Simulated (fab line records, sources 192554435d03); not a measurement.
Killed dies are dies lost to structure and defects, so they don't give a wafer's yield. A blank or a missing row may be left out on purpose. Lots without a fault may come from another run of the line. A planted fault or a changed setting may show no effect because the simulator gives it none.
A sampling plan put to the test | flow n5_finfet | one fab line, 68 faults that these records tell of, each judged on the records of the lots that it struck; 1 more is left out, because the records don't allow judging it
The plan is the line's own looks: the steps of the route at which a gauge or an inspection reads the wafer and doesn't change it. A look can be judged if struck wafers have a number there and the file gives its usual mean and standard deviation on fault-free wafers. Caught: at a look after the fault's first step, the mean of the struck wafers lies 4 or more of those standard deviations (sigma) from the usual mean. On the tool: the same test on the tool's own readings at the fault's steps. Another recipe on the struck wafers, or a record that is blank for them alone, also counts as caught.

THE FAULTS, as the simulator had put them in
1. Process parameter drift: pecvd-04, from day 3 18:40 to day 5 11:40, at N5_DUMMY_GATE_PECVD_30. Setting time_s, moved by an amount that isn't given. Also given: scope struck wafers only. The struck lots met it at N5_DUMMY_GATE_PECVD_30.
2. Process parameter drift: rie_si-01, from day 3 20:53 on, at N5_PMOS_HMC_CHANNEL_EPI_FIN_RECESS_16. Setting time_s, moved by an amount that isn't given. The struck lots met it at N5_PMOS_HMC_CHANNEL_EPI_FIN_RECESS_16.
3. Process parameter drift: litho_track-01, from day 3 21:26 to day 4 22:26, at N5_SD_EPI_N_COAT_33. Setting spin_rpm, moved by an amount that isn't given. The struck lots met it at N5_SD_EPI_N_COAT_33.
4. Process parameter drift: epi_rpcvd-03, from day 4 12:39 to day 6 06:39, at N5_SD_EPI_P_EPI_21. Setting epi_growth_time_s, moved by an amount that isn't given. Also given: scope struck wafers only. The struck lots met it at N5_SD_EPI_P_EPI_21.
5. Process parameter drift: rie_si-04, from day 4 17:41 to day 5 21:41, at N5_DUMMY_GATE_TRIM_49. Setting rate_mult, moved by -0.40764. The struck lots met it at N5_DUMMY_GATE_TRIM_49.
6. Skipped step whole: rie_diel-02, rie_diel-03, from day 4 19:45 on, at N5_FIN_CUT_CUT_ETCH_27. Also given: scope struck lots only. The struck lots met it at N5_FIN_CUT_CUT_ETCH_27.
7. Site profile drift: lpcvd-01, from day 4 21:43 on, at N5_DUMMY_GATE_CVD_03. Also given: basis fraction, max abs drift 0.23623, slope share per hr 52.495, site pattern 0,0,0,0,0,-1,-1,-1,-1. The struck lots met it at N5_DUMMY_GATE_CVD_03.
8. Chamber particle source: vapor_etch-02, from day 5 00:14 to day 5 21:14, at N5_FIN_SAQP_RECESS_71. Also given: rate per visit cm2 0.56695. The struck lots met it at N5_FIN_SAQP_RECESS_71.
9. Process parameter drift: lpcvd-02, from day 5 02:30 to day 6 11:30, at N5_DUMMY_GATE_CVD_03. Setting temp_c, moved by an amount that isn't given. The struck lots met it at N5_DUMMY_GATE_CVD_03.
10. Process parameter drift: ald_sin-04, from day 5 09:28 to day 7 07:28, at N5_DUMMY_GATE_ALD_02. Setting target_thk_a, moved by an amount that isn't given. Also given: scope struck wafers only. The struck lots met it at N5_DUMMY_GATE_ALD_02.
11. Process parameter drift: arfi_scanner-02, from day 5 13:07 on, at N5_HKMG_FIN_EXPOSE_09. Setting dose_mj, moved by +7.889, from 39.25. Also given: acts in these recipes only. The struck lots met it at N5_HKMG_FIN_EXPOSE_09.
12. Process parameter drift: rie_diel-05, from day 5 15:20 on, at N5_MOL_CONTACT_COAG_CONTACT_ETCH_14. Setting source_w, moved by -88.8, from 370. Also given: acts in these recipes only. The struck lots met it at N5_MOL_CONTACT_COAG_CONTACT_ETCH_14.
13. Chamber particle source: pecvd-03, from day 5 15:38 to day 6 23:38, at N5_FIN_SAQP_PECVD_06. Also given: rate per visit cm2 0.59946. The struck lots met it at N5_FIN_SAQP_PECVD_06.
14. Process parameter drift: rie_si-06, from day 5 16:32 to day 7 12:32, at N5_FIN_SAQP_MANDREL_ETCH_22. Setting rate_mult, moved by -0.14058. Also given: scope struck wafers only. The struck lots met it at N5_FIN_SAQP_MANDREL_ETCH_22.
15. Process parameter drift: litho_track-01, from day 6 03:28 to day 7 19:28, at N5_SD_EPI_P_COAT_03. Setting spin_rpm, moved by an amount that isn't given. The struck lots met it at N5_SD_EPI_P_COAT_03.
16. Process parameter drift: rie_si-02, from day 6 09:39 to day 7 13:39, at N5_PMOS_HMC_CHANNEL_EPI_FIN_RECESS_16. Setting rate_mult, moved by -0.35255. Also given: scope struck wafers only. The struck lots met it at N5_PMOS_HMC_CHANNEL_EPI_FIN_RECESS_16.
17. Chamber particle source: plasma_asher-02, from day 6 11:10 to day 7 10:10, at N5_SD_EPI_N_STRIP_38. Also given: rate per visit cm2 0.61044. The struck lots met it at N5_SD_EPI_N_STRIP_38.
18. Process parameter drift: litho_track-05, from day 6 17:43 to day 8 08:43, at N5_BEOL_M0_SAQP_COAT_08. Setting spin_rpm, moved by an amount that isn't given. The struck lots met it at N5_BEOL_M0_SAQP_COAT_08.
19. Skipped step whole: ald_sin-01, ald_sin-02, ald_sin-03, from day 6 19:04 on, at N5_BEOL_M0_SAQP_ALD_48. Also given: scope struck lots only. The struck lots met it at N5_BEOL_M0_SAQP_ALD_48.
20. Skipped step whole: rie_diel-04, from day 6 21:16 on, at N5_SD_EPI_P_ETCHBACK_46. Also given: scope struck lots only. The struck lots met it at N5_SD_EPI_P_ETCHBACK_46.
21. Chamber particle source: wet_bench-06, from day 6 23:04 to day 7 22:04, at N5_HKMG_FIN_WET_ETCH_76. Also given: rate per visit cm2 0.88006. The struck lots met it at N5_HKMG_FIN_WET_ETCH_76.
22. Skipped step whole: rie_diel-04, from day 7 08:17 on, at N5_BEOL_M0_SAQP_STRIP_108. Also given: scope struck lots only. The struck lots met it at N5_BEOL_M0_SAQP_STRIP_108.
23. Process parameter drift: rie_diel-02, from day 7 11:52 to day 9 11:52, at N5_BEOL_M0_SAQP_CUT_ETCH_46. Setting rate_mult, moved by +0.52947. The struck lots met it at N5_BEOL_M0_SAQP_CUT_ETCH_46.
24. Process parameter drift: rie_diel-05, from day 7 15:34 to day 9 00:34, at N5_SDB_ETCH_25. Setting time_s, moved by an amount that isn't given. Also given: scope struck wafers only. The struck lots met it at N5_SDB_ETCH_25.
25. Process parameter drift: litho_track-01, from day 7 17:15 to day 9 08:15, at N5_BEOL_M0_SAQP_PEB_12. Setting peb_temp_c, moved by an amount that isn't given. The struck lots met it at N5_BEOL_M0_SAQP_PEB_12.
26. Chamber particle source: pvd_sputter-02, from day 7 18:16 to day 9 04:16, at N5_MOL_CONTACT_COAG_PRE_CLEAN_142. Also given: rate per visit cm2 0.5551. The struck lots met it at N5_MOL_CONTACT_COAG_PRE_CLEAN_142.
27. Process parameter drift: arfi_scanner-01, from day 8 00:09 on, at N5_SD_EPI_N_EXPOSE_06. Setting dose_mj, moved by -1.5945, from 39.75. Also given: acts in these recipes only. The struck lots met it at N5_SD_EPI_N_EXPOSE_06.
28. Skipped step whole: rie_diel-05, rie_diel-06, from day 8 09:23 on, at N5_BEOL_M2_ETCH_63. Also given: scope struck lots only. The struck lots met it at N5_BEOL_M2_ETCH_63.
29. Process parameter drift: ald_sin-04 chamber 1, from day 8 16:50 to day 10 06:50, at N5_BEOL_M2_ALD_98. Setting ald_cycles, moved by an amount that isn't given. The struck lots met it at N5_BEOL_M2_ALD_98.
30. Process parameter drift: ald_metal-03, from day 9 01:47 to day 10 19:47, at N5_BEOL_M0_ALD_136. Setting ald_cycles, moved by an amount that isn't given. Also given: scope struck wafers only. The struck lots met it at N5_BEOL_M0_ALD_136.
31. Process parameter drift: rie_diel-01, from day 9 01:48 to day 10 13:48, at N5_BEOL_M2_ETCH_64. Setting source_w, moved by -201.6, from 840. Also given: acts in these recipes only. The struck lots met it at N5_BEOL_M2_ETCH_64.
32. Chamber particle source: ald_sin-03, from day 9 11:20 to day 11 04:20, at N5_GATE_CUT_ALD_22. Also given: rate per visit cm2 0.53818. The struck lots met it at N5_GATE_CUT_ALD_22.
33. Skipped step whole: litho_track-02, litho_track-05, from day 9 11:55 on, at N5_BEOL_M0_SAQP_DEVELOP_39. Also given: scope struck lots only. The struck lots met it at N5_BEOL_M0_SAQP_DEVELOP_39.
34. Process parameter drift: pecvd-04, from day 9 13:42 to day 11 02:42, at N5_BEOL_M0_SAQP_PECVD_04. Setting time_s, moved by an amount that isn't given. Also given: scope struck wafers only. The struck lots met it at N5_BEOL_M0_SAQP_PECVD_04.
35. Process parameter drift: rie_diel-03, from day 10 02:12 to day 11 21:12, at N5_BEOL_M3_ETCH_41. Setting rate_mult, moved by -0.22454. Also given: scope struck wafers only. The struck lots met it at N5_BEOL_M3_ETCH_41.
36. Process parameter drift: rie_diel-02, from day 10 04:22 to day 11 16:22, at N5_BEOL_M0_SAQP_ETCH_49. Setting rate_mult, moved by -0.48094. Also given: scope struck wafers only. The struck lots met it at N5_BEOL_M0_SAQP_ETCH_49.
37. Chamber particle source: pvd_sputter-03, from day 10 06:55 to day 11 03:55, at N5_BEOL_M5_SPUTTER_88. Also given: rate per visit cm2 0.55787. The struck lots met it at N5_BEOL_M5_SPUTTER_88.
38. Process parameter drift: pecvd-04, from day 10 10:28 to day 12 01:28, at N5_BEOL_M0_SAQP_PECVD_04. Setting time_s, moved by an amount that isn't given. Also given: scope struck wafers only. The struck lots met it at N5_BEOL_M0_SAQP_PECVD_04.
39. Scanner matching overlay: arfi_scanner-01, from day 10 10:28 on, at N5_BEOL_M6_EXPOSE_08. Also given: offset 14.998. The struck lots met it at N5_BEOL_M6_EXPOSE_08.
40. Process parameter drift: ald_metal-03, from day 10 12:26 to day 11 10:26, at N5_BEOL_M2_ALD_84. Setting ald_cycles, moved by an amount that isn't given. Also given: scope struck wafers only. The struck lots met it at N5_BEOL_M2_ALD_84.
41. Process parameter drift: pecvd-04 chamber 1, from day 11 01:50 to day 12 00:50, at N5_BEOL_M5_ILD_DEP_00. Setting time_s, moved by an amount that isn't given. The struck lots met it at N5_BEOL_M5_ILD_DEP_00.
42. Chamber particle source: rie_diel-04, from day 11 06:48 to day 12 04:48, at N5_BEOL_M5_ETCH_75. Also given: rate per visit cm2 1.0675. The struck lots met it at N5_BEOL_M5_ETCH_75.
43. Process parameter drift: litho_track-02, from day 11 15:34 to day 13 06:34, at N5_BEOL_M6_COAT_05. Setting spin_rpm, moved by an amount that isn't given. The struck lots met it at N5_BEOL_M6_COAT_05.
44. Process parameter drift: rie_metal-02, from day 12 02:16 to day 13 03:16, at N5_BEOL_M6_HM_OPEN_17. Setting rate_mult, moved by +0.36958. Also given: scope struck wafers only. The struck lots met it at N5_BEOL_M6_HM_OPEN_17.
45. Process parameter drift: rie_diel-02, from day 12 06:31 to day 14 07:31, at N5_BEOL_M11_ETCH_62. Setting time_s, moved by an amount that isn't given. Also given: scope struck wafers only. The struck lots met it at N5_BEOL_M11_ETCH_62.
46. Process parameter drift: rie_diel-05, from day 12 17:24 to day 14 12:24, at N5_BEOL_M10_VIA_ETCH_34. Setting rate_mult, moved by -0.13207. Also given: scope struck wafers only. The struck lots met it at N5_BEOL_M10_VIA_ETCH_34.
47. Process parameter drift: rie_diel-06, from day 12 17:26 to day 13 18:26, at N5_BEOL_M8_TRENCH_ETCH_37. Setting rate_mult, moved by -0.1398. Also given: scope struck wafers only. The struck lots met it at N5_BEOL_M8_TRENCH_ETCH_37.
48. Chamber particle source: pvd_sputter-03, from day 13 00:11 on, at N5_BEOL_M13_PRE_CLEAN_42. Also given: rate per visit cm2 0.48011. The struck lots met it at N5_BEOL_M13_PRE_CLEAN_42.
49. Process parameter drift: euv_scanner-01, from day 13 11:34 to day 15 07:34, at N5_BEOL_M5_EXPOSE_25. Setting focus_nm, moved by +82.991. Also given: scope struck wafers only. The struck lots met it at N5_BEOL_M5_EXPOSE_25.
50. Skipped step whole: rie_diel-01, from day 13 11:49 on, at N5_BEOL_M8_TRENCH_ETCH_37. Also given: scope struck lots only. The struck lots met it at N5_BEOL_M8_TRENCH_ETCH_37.
51. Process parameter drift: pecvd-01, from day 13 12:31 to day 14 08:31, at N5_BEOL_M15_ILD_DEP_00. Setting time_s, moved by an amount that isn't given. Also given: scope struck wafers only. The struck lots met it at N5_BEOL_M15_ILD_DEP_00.
52. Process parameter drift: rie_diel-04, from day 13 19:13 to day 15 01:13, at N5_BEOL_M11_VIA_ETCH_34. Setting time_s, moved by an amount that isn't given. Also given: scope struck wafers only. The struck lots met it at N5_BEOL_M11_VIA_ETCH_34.
53. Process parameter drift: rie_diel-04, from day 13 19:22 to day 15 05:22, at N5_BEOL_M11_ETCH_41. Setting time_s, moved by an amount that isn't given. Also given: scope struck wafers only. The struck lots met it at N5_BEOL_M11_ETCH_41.
54. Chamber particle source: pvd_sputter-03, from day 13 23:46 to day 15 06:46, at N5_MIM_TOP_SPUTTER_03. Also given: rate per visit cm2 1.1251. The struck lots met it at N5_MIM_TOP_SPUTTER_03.
55. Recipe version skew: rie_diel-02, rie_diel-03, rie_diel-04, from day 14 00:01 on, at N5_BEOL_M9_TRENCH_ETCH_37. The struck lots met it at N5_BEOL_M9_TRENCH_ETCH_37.
56. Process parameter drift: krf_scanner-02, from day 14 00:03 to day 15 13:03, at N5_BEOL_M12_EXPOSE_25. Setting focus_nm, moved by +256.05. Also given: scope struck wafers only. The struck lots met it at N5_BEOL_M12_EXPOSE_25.
57. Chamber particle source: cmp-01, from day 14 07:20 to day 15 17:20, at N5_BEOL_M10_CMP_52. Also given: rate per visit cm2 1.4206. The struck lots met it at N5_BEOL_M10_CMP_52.
58. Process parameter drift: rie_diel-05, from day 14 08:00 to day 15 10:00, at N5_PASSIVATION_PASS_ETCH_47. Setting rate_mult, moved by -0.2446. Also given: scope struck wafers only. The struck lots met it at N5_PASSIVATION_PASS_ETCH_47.
59. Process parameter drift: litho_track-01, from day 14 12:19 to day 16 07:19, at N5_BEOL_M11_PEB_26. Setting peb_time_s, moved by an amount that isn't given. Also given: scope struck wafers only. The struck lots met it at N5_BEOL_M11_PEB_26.
60. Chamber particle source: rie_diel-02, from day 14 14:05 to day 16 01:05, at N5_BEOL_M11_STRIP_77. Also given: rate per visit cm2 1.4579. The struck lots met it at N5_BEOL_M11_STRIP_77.
61. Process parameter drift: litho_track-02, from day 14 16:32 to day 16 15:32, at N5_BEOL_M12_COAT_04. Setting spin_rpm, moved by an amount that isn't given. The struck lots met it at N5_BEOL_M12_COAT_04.
62. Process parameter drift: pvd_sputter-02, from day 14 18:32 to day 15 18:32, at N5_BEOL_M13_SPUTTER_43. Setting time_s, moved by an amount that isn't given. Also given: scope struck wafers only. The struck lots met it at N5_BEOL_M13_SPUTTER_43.
63. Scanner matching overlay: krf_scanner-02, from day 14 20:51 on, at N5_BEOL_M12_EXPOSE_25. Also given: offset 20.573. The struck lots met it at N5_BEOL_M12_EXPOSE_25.
64. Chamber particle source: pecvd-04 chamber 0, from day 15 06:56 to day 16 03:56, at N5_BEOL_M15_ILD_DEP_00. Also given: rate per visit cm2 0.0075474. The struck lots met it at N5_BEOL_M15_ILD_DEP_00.
65. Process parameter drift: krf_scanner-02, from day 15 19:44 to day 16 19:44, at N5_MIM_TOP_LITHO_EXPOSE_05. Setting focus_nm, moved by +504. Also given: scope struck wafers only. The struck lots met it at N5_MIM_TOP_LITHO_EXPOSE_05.
66. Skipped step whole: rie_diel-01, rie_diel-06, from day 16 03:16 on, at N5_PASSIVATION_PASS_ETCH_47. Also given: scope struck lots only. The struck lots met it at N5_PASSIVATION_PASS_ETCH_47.
67. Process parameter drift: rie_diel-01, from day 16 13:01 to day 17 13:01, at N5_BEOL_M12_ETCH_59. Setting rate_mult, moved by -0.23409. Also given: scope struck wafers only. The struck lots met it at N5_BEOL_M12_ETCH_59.
68. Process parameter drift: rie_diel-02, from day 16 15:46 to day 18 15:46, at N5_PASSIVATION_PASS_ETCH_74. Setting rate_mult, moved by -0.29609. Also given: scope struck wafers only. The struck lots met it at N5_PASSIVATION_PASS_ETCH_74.

WHAT THE PLAN SAW
fault | on the tool itself                               | first look that catches it                      | reading, sigma                                                      | median hours from its first step to that look | hours from the fault's start to the first struck lot there | judged looks passed uncaught
1     | no reading that can be judged                    | no look after it can be judged                  | -                                                                   | -                                             | -                                                          | 0
2     | under 2 sigma                                    | not the one look that can be judged after it    | strongest: HMC_CMP_THK at N5_PMOS_HMC_CHANNEL_EPI_THK_MEAS_22, +3.9 | -                                             | -                                                          | 1
3     | spin_speed_rpm +84 sigma                         | no look after it can be judged                  | -                                                                   | -                                             | -                                                          | 0
4     | under 2 sigma                                    | N5_SD_EPI_P_EPI_MEAS_23                         | thk_nm +8.4                                                         | 2.2                                           | 8                                                          | 0
5     | oes_product_au -12 sigma                         | N5_DUMMY_GATE_CD_MEAS_50                        | cd_nm +9.4                                                          | 0.1                                           | 7                                                          | 0
6     | the tool's record is blank for the struck wafers | no look after it can be judged                  | -                                                                   | -                                             | -                                                          | 0
7     | under 2 sigma                                    | N5_DUMMY_GATE_THK_MEAS_05                       | thk_nm -14                                                          | 4.9                                           | 12                                                         | 0
8     | under 2 sigma                                    | N5_FIN_SAQP_INSPECT_40                          | raw_defect_count +5.5                                               | 1.6                                           | 5                                                          | 1
9     | susceptor_temp_C +99 or beyond sigma             | no look after it can be judged                  | -                                                                   | -                                             | -                                                          | 0
10    | under 2 sigma                                    | no look after it can be judged                  | -                                                                   | -                                             | -                                                          | 0
11    | exposure_dose_mJ_cm2 +23 sigma                   | N5_HKMG_FIN_CD_MEAS_12                          | cd_nm +14                                                           | 0.1                                           | 1                                                          | 0
12    | rf_fwd_power_W -49 sigma                         | no look after it can be judged                  | -                                                                   | -                                             | -                                                          | 0
13    | under 2 sigma                                    | N5_FIN_SAQP_INSPECT_40                          | raw_defect_count +5.6                                               | 5.7                                           | 11                                                         | 1
14    | under 2 sigma                                    | no look after it can be judged                  | -                                                                   | -                                             | -                                                          | 0
15    | spin_speed_rpm +76 sigma                         | none of the 3 looks that can be judged after it | -                                                                   | -                                             | -                                                          | 3
16    | oes_product_au -10 sigma                         | N5_PMOS_HMC_CHANNEL_EPI_THK_MEAS_22             | HMC_CMP_THK -24                                                     | 1.8                                           | 5                                                          | 0
17    | under 2 sigma                                    | N5_SD_EPI_N_INSPECT_26                          | raw_defect_count +10                                                | 3.6                                           | 6                                                          | 0
18    | spin_speed_rpm +65 sigma                         | none of the 4 looks that can be judged after it | -                                                                   | -                                             | -                                                          | 4
19    | the tool's record is blank for the struck wafers | no look after it can be judged                  | -                                                                   | -                                             | -                                                          | 0
20    | the tool's record is blank for the struck wafers | N5_SD_EPI_P_EPI_MEAS_23                         | thk_nm -45                                                          | 3.1                                           | 7                                                          | 0
21    | no reading that can be judged                    | not the one look that can be judged after it    | -                                                                   | -                                             | -                                                          | 1
22    | the tool's record is blank for the struck wafers | no look after it can be judged                  | -                                                                   | -                                             | -                                                          | 0
23    | under 2 sigma                                    | not the one look that can be judged after it    | -                                                                   | -                                             | -                                                          | 1
24    | under 2 sigma                                    | no look after it can be judged                  | -                                                                   | -                                             | -                                                          | 0
25    | under 2 sigma                                    | N5_BEOL_M0_SAQP_CD_MEAS_14                      | cd_nm -8.5                                                          | 0.1                                           | 3                                                          | 0
26    | under 2 sigma                                    | no look after it can be judged                  | -                                                                   | -                                             | -                                                          | 0
27    | only faintly: exposure_dose_mJ_cm2 -3.4 sigma    | not the one look that can be judged after it    | strongest: cd_nm at N5_SD_EPI_N_CD_MEAS_09, -3.5                    | -                                             | -                                                          | 1
28    | the tool's record is blank for the struck wafers | no look after it can be judged                  | -                                                                   | -                                             | -                                                          | 0
29    | under 2 sigma                                    | not the one look that can be judged after it    | -                                                                   | -                                             | -                                                          | 1
30    | under 2 sigma                                    | not the one look that can be judged after it    | -                                                                   | -                                             | -                                                          | 1
31    | rf_fwd_power_W -80 sigma                         | not the one look that can be judged after it    | -                                                                   | -                                             | -                                                          | 1
32    | under 2 sigma                                    | not the one look that can be judged after it    | -                                                                   | -                                             | -                                                          | 1
33    | no reading that can be judged                    | no look after it can be judged                  | -                                                                   | -                                             | -                                                          | 0
34    | under 2 sigma                                    | N5_BEOL_M0_SAQP_THK_MEAS_05                     | thk_nm +21                                                          | 0.1                                           | 4                                                          | 0
35    | under 2 sigma                                    | not the one look that can be judged after it    | -                                                                   | -                                             | -                                                          | 1
36    | only faintly: oes_product_au -3.1 sigma          | not the one look that can be judged after it    | -                                                                   | -                                             | -                                                          | 1
37    | under 2 sigma                                    | not the one look that can be judged after it    | -                                                                   | -                                             | -                                                          | 1
38    | under 2 sigma                                    | N5_BEOL_M0_SAQP_THK_MEAS_05                     | thk_nm -30                                                          | 0.1                                           | 7                                                          | 0
39    | no reading that can be judged                    | N5_BEOL_M6_OVL_MEAS_12                          | M6_OVL +22                                                          | 0.2                                           | 3                                                          | 0
40    | under 2 sigma                                    | N5_BEOL_M4_RC_MEAS_101                          | COMB_M2 +94                                                         | 23.9                                          | 23                                                         | 0
41    | under 2 sigma                                    | N5_BEOL_M5_THK_MEAS_01                          | M5_ILD_THK +29                                                      | 0.6                                           | 11                                                         | 0
42    | under 2 sigma                                    | no look after it can be judged                  | -                                                                   | -                                             | -                                                          | 0
43    | spin_speed_rpm -41 sigma                         | none of the 3 looks that can be judged after it | -                                                                   | -                                             | -                                                          | 3
44    | under 2 sigma                                    | no look after it can be judged                  | -                                                                   | -                                             | -                                                          | 0
45    | under 2 sigma                                    | no look after it can be judged                  | -                                                                   | -                                             | -                                                          | 0
46    | under 2 sigma                                    | no look after it can be judged                  | -                                                                   | -                                             | -                                                          | 0
47    | only faintly: oes_product_au -2.1 sigma          | N5_BEOL_M8_OCD_MEAS_38                          | trench_depth_nm -10                                                 | 0.2                                           | 11                                                         | 0
48    | under 2 sigma                                    | not the one look that can be judged after it    | -                                                                   | -                                             | -                                                          | 1
49    | under 2 sigma                                    | no look after it can be judged                  | -                                                                   | -                                             | -                                                          | 0
50    | the tool's record is blank for the struck wafers | N5_BEOL_M8_OCD_MEAS_38                          | trench_depth_nm -78                                                 | 0.2                                           | 0                                                          | 0
51    | run_length_s -25 sigma                           | not the one look that can be judged after it    | strongest: M15_ILD_THK at N5_BEOL_M15_THK_MEAS_01, -3.6             | -                                             | -                                                          | 1
52    | run_length_s -78 sigma                           | no look after it can be judged                  | -                                                                   | -                                             | -                                                          | 0
53    | run_length_s -27 sigma                           | no look after it can be judged                  | -                                                                   | -                                             | -                                                          | 0
54    | under 2 sigma                                    | no look after it can be judged                  | -                                                                   | -                                             | -                                                          | 0
55    | run_length_s -29 sigma                           | N5_BEOL_M9_OCD_MEAS_38                          | trench_depth_nm -17                                                 | 0.2                                           | 3                                                          | 0
56    | no reading that can be judged                    | N5_BEOL_M12_CD_MEAS_28                          | cd_nm +13                                                           | 0.2                                           | 7                                                          | 0
57    | under 2 sigma                                    | N5_BEOL_M10_INSPECT_58                          | raw_defect_count +33                                                | 0.5                                           | 2                                                          | 0
58    | only faintly: oes_product_au -2.1 sigma          | no look after it can be judged                  | -                                                                   | -                                             | -                                                          | 0
59    | no reading that can be judged                    | N5_BEOL_M11_CD_MEAS_28                          | cd_nm +5.6                                                          | 0.1                                           | 0                                                          | 0
60    | under 2 sigma                                    | no look after it can be judged                  | -                                                                   | -                                             | -                                                          | 0
61    | spin_speed_rpm -67 sigma                         | no look after it can be judged                  | -                                                                   | -                                             | -                                                          | 0
62    | under 2 sigma                                    | no look after it can be judged                  | -                                                                   | -                                             | -                                                          | 0
63    | no reading that can be judged                    | N5_BEOL_M12_OVL_MEAS_29                         | M12_OVL +4.1                                                        | 0.2                                           | 3                                                          | 0
64    | under 2 sigma                                    | N5_BEOL_M15_INSPECT_12                          | raw_defect_count +4.9                                               | 0.5                                           | 8                                                          | 3
65    | under 2 sigma                                    | N5_MIM_TOP_LITHO_CD_MEAS_08                     | cd_nm -15                                                           | 0.2                                           | 1                                                          | 0
66    | the tool's record is blank for the struck wafers | no look after it can be judged                  | -                                                                   | -                                             | -                                                          | 0
67    | under 2 sigma                                    | not the one look that can be judged after it    | -                                                                   | -                                             | -                                                          | 1
68    | only faintly: oes_product_au -2.3 sigma          | no look after it can be judged                  | -                                                                   | -                                             | -                                                          | 0
A dash: the fault isn't caught, or these records don't give the number.

Caught at a look: 24 of 68. Caught on the tool: 22 of 68. By one or the other: 40 of 68.
Caught on the tool alone: faults 3, 6, 9, 12, 15, 18, 19, 22, 28, 31, 43, 51, 52, 53, 61, 66.
Caught at a look alone: faults 4, 7, 8, 13, 17, 25, 34, 38, 39, 40, 41, 47, 56, 57, 59, 63, 64, 65.
Caught by neither: faults 1, 2, 10, 14, 21, 23, 24, 26, 27, 29, 30, 32, 33, 35, 36, 37, 42, 44, 45, 46, 48, 49, 54, 58, 60, 62, 67, 68.

THINNER SAMPLING
If the look that catches a fault measured only every second or every third lot, by lot number, the first struck lot would be measured this late in the worst case:
fault | struck lots at that look, in order of time | every lot | every second lot | every third lot
4     | L708, L709, L712                           | 8 h       | 19 h             | may miss all 3
5     | L257, L259                                 | 7 h       | may miss all 2   | may miss all 2
7     | L475, L477                                 | 12 h      | may miss all 2   | may miss all 2
8     | L976, L978                                 | 5 h       | may miss all 2   | may miss all 2
11    | L542, L543                                 | 1 h       | 13 h             | may miss all 2
13    | L138, L141                                 | 11 h      | 33 h             | may miss all 2
16    | L647, L650                                 | 5 h       | 24 h             | may miss all 2
17    | L191, L193                                 | 6 h       | may miss all 2   | may miss all 2
20    | L897, L898                                 | 7 h       | 13 h             | may miss all 2
25    | L562, L563                                 | 3 h       | 15 h             | may miss all 2
34    | L855, L856, L858                           | 4 h       | 14 h             | may miss all 3
38    | L108, L109, L110                           | 7 h       | 12 h             | 29 h
39    | L620, L624                                 | 3 h       | may miss all 2   | may miss all 2
40    | L654, L659                                 | 23 h      | 39 h             | may miss all 2
41    | L820, L821, L823                           | 11 h      | 17 h             | may miss all 3
47    | L668                                       | 11 h      | may miss it      | may miss it
50    | L621, L620                                 | 0 h       | 2 h              | may miss all 2
55    | L551, L550, L552                           | 3 h       | 7 h              | 13 h
56    | L730, L729                                 | 7 h       | 7 h              | may miss all 2
57    | L385, L390                                 | 2 h       | 15 h             | may miss all 2
59    | L903                                       | 0 h       | may miss it      | may miss it
63    | L457, L459                                 | 3 h       | may miss all 2   | may miss all 2
64    | L512                                       | 8 h       | may miss it      | may miss it
65    | L984, L991                                 | 1 h       | 13 h             | may miss all 2
Hours are from the fault's start to the first struck lot that is measured. The limit of 4 sigma was tested on all struck wafers together, so one lot alone may lie under it. Other struck lots may not be in these records.

THE LONGEST TIMED WAY FROM STEP TO LOOK
Fault 40: a median of 23.9 hours passes between N5_BEOL_M2_ALD_84 and N5_BEOL_M4_RC_MEAS_101. No look between them can be judged.
